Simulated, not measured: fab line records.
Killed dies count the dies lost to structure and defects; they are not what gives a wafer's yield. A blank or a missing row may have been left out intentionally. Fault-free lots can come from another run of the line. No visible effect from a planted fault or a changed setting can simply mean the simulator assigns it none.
Which tool is to blame? :: flow nand-harc :: 18 wafers from 6 lots sampled at 5 of the route's 1159 steps

WHAT THE GAUGES SHOWED, per wafer
NHARC_END_SORT_01.
lot: L178
measured: day 20 03:09
on: prober-02
killed-at-other: 0 0 0

lot: L181
measured: day 20 19:28
on: prober-01
killed-at-other: 2 0 1

lot: L190
measured: day 23 17:41
on: prober-02
killed-at-other: 662 656 663

lot: L192
measured: day 24 05:43
on: prober-02
killed-at-other: 632 640 631

lot: L197
measured: day 25 01:59
on: prober-01
killed-at-other: 0 0 0

lot: L198
measured: day 25 18:10
on: prober-02
killed-at-other: 0 1 0

WHAT TOOL EACH LOT RAN ON (gives the tool, then ch and the chambers of the sampled wafers, and finally the start)
lot: L178
NHARC_THIN_TSV_DEP_43: pecvd-02 ch 0,2, day 18 23:59
NHARC_THIN_TSV_STRIP_45: plasma-asher-01 ch 0,1, day 19 01:42
NHARC_THIN_TSV_ETCHBACK_48: rie-diel-03 ch 0,1,3, day 19 02:55
NHARC_THIN_TSV_PVD_51: pvd-sputter-02, day 19 03:49

lot: L181
NHARC_THIN_TSV_DEP_43: pecvd-02 ch 0,1,2, day 19 21:28
NHARC_THIN_TSV_STRIP_45: plasma-asher-02 ch 0,1, day 19 23:23
NHARC_THIN_TSV_ETCHBACK_48: rie-diel-06 ch 0,1,2, day 20 00:37
NHARC_THIN_TSV_PVD_51: pvd-sputter-02, day 20 01:20

lot: L190
NHARC_THIN_TSV_DEP_43: pecvd-04 ch 0,1, day 23 00:25
NHARC_THIN_TSV_STRIP_45: plasma-asher-01 ch 0,1, day 23 02:16
NHARC_THIN_TSV_ETCHBACK_48: rie-diel-06 ch 0,1,2, day 23 03:30
NHARC_THIN_TSV_PVD_51: pvd-sputter-02, day 23 04:16

lot: L192
NHARC_THIN_TSV_DEP_43: pecvd-02 ch 0,2, day 23 11:36
NHARC_THIN_TSV_STRIP_45: plasma-asher-01 ch 0,1, day 23 13:41
NHARC_THIN_TSV_ETCHBACK_48: rie-diel-06 ch 0,1,2, day 23 14:53
NHARC_THIN_TSV_PVD_51: pvd-sputter-01, day 23 15:52

lot: L197
NHARC_THIN_TSV_DEP_43: pecvd-02 ch 1,2, day 24 07:09
NHARC_THIN_TSV_STRIP_45: plasma-asher-01 ch 0,1, day 24 09:09
NHARC_THIN_TSV_ETCHBACK_48: rie-diel-03 ch 0,1,3, day 24 10:31
NHARC_THIN_TSV_PVD_51: pvd-sputter-03, day 24 11:14

lot: L198
NHARC_THIN_TSV_DEP_43: pecvd-01 ch 1,2, day 24 13:10
NHARC_THIN_TSV_STRIP_45: plasma-asher-02 ch 0,1, day 24 15:02
NHARC_THIN_TSV_ETCHBACK_48: rie-diel-06 ch 1,2,3, day 24 16:46
NHARC_THIN_TSV_PVD_51: pvd-sputter-03, day 24 17:34
- NHARC_THIN_TSV_DEP_43: deposits SiO2, target thk 1328.5 nm.
- NHARC_THIN_TSV_STRIP_45: strips in O2.
- NHARC_THIN_TSV_ETCHBACK_48: etches the open film in C4F8/Ar, target depth 1028.5 nm, time 405.17 s.
- NHARC_THIN_TSV_PVD_51: deposits Cu, target thk 100 nm.

THE ANSWER, worked out from the rows above alone
Rule: the lots themselves supply what counts as usual. Put in order of their means at a reading, lots are off if they are a third of the lots or fewer, leave a main group of 4 or more, and stand apart from it by a gap of 3 or more times the standard deviation of the main group's means; of several such gaps the widest counts. A main group whose means are all the same, to the digits that the tables above print for the reading, isn't used. A lot without any number at a reading at which 4 lots or more have one is off too. All remaining lots with rows at the step are treated as sound.
Off: L190, L192, at NHARC_END_SORT_01 (killed-at-other). Mean 0.3 and standard deviation 0.41 in the main group.
If a tool, at a process step before that reading, ran all the lots that are off and no sound lot after the first of them, it fits. Those tools and the gauges at NHARC_END_SORT_01 are tried in the same way. Of those tried, none fits.

WHAT THE SIMULATOR PUT IN
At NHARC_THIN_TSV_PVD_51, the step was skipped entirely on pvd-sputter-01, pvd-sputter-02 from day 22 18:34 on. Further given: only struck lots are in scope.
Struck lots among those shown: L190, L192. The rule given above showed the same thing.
